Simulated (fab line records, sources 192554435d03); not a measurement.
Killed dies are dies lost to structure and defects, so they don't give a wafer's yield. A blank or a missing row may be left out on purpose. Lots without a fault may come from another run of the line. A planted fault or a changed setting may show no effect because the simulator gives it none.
A struck lot beside a sound one | flow n5_finfet | 15 steps out of a route of 1938
Sound: wafers L393.1, L393.4, L393.6. Struck: wafer L409.2. (L409.1, L409.5 of the same lot were not struck and are left out.) The cause comes at the end.
At each step with rows: each side's tool, then ch and its chambers, then its first start. Under that, the readings that differ: sound wafers | struck wafers | difference of the means | sigmas: that difference in standard deviations of wafers without a fault.
alike: readings whose means differ by less than 2 such deviations, and words and numbers that are the same on both sides. not compared: withheld readings, readings that some wafer has no value for, bounds like >300 that may hide the same value, and numbers for which the record gives no deviation and whose values overlap.
The two part at a step that has a row with sigmas, a row that says differs or no value, or rows on one side only. Numbers that don't overlap but have no deviation are shown without sigmas and don't part them. A reading that every wafer of one side lacks parts them only if that side has two wafers or more.

N5_HKMG_FIN_CD_MEAS_12: target cd 92.8 nm.
  sound on cd_sem-03 ch 0, day 4 11:16; struck on cd_sem-02 ch 0, day 8 12:16
  alike: cd_nm
N5_HKMG_FIN_OVL_MEAS_13:
  sound on overlay-02 ch 0, day 4 11:17; struck on overlay-01 ch 0, day 8 12:18
  alike: NWFM_OVL
N5_HKMG_FIN_INSPECT_14: inspects for defects (macro).
  sound on defect_inspect-02, day 4 11:19; struck on defect_inspect-02, day 8 12:19
  alike: raw_defect_count
N5_HKMG_FIN_DESCUM_17: chemistry O2, time 7.9 s.
  sound on rie_diel-05 ch 0,1,2, day 4 11:21; struck on rie_diel-05 ch 0, day 8 12:22
  alike: drypump_motor_current_A, oes_product_au, rf_vpp_V, showerhead_plenum_p_Torr, throttle_valve_pct
  not compared: rf_hours_counter_h
N5_HKMG_FIN_ETCH_31: etches SiARC in CF4, target depth 45.5 nm, time 75.8 s.
  sound on rie_diel-05 ch 0,1,2, day 4 11:23; struck on rie_diel-05 ch 0, day 8 12:23
  alike: cf4_flow_sccm, drypump_motor_current_A, etch_rf_on_time_s, oes_product_au, rf_vpp_V, showerhead_plenum_p_Torr, throttle_valve_pct
  not compared: rf_hours_counter_h
then, 2 steps without rows for these wafers: N5_HKMG_FIN_ETCH_32 (etches SOC in N2/H2, target depth 240 nm, time 300 s); N5_HKMG_FIN_STRIP_33 (strips in N2/H2).
N5_HKMG_FIN_STRIP_34: strips in CF4.
  sound on rie_diel-05 ch 0,1,2, day 4 11:38; struck on rie_diel-05 ch 0, day 8 12:38
  alike: cf4_flow_sccm, drypump_motor_current_A, oes_product_au, rf_vpp_V, showerhead_plenum_p_Torr, throttle_valve_pct
  not compared: rf_hours_counter_h
N5_HKMG_FIN_ETCH_35: etches SOC in N2/H2, target depth 215.8 nm, time 243.4 s.
  sound on rie_diel-05 ch 0,1,2, day 4 11:39; struck on rie_diel-05 ch 0, day 8 12:40
  alike: drypump_motor_current_A, oes_product_au, rf_vpp_V, showerhead_plenum_p_Torr, throttle_valve_pct
  not compared: rf_hours_counter_h
then, 2 steps without rows for these wafers: N5_HKMG_FIN_STRIP_92 (strips SOC in N2/H2, time 20 s); N5_HKMG_FIN_WET_ETCH_18 (etches TiN in SC1, time 55 s, target depth 5.2 nm, rinse time 30 s).
N5_HKMG_FIN_STRIP_19: strips in N2/H2, time 360 s.
  sound on plasma_asher-02 ch 0,1, day 4 11:56; struck on plasma_asher-02 ch 0, day 8 12:57
  alike: drypump_motor_current_A, heater_power_w
  not compared: rf_hours_counter_h
N5_HKMG_FIN_ALD_91: deposits TiN, target thk 1 nm, pulse time 1 s, purge time 3 s.
  sound on ald_metal-01 ch 0,1,3, day 4 12:20; struck on ald_metal-01 ch 2, day 8 13:20
  reading            | sound       | struck | difference | sigmas
  ald_cycles         | 47 47 47    | 51     | +4         |
  heater_power_w (W) | 881 771 882 | 1057   | +212       | +3
  alike: precursor_pulse_height_rel
then, 1 step without rows for these wafers: N5_HKMG_FIN_COAT_85 (time 60 s, resist thk 300 nm).
-- the record jumps here: 9 days lie between the struck wafers' starts before and after (it left off in module HKMG_FIN and takes up again in module PASSIVATION, whose first step shown is number 1936 of the route) --
N5_PASSIVATION_PROBE_49:
  sound on prober-02, day 13 19:55; struck on prober-01, day 17 03:43
  reading             | sound    | struck | difference | sigmas
  killed_at_M4_up     | 25 15 20 | 8      | -12        | -2
  killed_at_contacts  | 7 9 9    | 29     | +21        | +3
  killed_at_front_end | 19 17 24 | 45     | +25        | +2
  killed_dies         | 92 70 96 | 129    | +43        | +3
  killed_open         | 57 47 59 | 88     | +34        | +3
  alike: killed_at_M0_to_M3, killed_at_other, killed_on_rim, killed_short

WHERE THEY PART
First at N5_HKMG_FIN_ALD_91; last, within this record, at N5_PASSIVATION_PROBE_49.

WHY: what the simulator had put in
Process parameter drift: ald_metal-01, from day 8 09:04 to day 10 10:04, at N5_HKMG_FIN_ALD_91. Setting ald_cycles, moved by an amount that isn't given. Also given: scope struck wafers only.
